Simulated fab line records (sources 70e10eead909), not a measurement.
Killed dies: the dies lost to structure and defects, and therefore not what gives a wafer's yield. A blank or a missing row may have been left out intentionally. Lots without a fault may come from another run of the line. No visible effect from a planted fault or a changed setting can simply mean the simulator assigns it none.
Struck lot and sound lot, side by side :: flow nandHarc :: 25 steps out of a route of 1302
Sound: wafers L716.1, L716.5, L716.6. Wafers struck: L734.1, L734.3, L734.6. The cause comes at the end.
For every step that has rows: the tool of each side, followed by ch and its chambers, followed by its first start. Under that, the readings that differ: sound wafers :: struck wafers :: difference of the means :: sigmas: that difference in standard deviations of wafers without a fault.
alike: readings with means less than 2 such deviations apart, plus words and numbers identical on both sides. not compared: withheld readings, readings lacking a value on some wafer, bounds such as >300 that could conceal the same value, and numbers that have no deviation in the record and whose values overlap.
A row with sigmas, a row that says differs or no value, or rows on one side alone: a step with any of these is where the two part. Numbers that have no deviation but don't overlap get no sigmas and don't part them. A reading that every wafer of one side lacks parts them only if that side has two wafers or more.

first, 4 steps without rows for these wafers: NHARC_P_GATE_PRECLEAN_71 (cleans in SC1); NHARC_P_GATE_SRD_72; NHARC_P_GATE_OXIDE_16 (material SiO2, target thk 3 nm, ox time 392 s); NHARC_P_GATE_CVD_17 (deposits poly-Si, target thk 150 nm, time 900 s).
NHARC_P_GATE_HM_DEP_102: deposits aC, target thk 120 nm.
  sound on aclDep-03 ch 0, day 5 07:26; struck on aclDep-01 ch 0, day 12 11:05
  alike: throttleValvePct
then, 7 steps without rows for these wafers: NHARC_P_GATE_DEP_103 (deposits SiON, target thk 30 nm); NHARC_P_GATE_DEHYDRATE_18 (time 120 s); NHARC_P_GATE_HMDS_19 (time 30 s); NHARC_P_GATE_COAT_20 (resist thk 90 nm); NHARC_P_GATE_SOFTBAKE_21 (time 55 s); NHARC_P_GATE_EBR_22; NHARC_P_GATE_EXPOSE_23 (exposes mask P GATE, target cd 120 nm).
NHARC_P_GATE_PEB_24: peb time 65 s.
  sound on lithoTrack-04 ch 0, day 5 08:41; struck on lithoTrack-04 ch 0, day 12 12:20
reading: heaterPowerTotalW (W)
sound: 156.6 156.6 156.9
struck: 178.6 179.1 179.2
difference: +22.3
sigmas: +52

reading: plateTempC (C)
sound: 100.05 100.16 100.18
struck: 110.37 110.03 110.12
difference: +10.04
sigmas: +91
then, 1 step without rows for these wafers: NHARC_P_GATE_DEVELOP_25 (develop time 35 s).
NHARC_P_GATE_CD_MEAS_26: the cd target is 120 nm.
  sound on cdSem-02 ch 0, day 5 08:46; struck on cdSem-02 ch 0, day 12 12:25
reading: cdNm (nm)
sound: 119.8 120.3 119.6
struck: 90.9 90.9 91.0
difference: -29.0
sigmas: -55
NHARC_P_GATE_OVL_MEAS_27:
  sound on overlay-01, day 5 08:52; struck on overlay-02, day 12 12:31
reading: overlayXNm (nm)
sound: 2.6 2.2 2.4
struck: -1.0 -0.7 -0.7
difference: -3.2
sigmas: -3
  alike: overlayYNm
NHARC_P_GATE_INSPECT_28:
  sound on defectInspect-01, day 5 08:53; struck on defectInspect-02, day 12 12:33
  alike: rawDefectCount
NHARC_P_GATE_DESCUM_31: chemistry O2, time 3 s.
  sound on rieDiel-06 ch 0,1, day 5 08:58; struck on rieDiel-04 ch 0,1, day 12 12:37
reading: model.P_GATE.cdNm (nm)
sound: 119.9 120.1 119.2
struck: 91.21 91 90.73
difference: -28.75
sigmas: 
  alike: drypumpMotorCurrentA, oesProductAu, rfVppV, showerheadPlenumPTorr, throttleValvePct
  not compared: rfHoursCounterH
NHARC_P_GATE_ETCH_104: etches the open film in CF4/CHF3, target depth 60 nm.
  sound on rieDiel-06 ch 1,2,3, day 5 09:03; struck on rieDiel-04 ch 1,2,3, day 12 12:42
  alike: drypumpMotorCurrentA, oesProductAu, rfFwdPowerW, rfVppV, showerheadPlenumPTorr, throttleValvePct
NHARC_P_GATE_HM_OPEN_105: chemistry O2/COS, target depth 360 nm.
  sound on rieDiel-06 ch 1,2,3; struck on rieDiel-04 ch 1,3
  alike: drypumpMotorCurrentA, oesProductAu, rfFwdPowerW, rfVppV, showerheadPlenumPTorr, throttleValvePct
  not compared: rfHoursCounterH
then, 1 step without rows for these wafers: NHARC_P_GATE_STRIP_106 (strips in O2/COS).
NHARC_P_GATE_ETCH_114: etches the open film in CF4/O2, target depth 30 nm, overetch 3 nm, time 16.5 s.
  sound on rieDiel-06 ch 0,1,2; struck on rieDiel-04 ch 0,1,2
  alike: drypumpMotorCurrentA, oesProductAu, rfFwdPowerW, rfVppV, showerheadPlenumPTorr, throttleValvePct
  not compared: rfHoursCounterH
NHARC_P_GATE_ETCH_32: etches the open film in HBr/Cl2, target depth 150 nm, time 100.1 s.
  sound on rieSi-01 ch 0,1,2, day 5 09:27; struck on rieSi-01 ch 1,2,3, day 12 13:06
reading: oesProductAu (a.u.)
sound: 1.006 1.004 1.014
struck: 0.994 0.999 0.983
difference: -0.016
sigmas: -2

reading: model.P_GATE.cdNm (nm)
sound: 121.2 120.3 115.6
struck: 90.99 90.72 93.88
difference: -27.17
sigmas: 
  alike: drypumpMotorCurrentA, heBacksideLeakSccm, rfFwdPowerW, throttleValvePct
  not compared: rfHoursCounterH
NHARC_P_GATE_STRIP_108: strips in O2.
  sound on rieDiel-08 ch 1,2, day 5 09:35; struck on rieDiel-08 ch 0,2,3, day 12 13:14
  alike: drypumpMotorCurrentA, oesProductAu, rfVppV, showerheadPlenumPTorr, throttleValvePct
  not compared: rfHoursCounterH
-- record jumps: 19 days between struck wafers' starts before vs after; left off in module P_GATE, resumes in module END, first step shown is number 1302 of the route --
NHARC_END_SORT_01:
  at this point the record logs the struck wafers (prober-01 ch 0, day 31 18:47) and has no rows for the sound ones

WHERE THEY PART
At NHARC_P_GATE_PEB_24 first; at NHARC_END_SORT_01 last (within this record only).

WHY: what the simulator had put in
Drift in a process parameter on lithoTrack-04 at NHARC_P_GATE_PEB_24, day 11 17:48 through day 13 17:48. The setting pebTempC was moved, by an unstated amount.
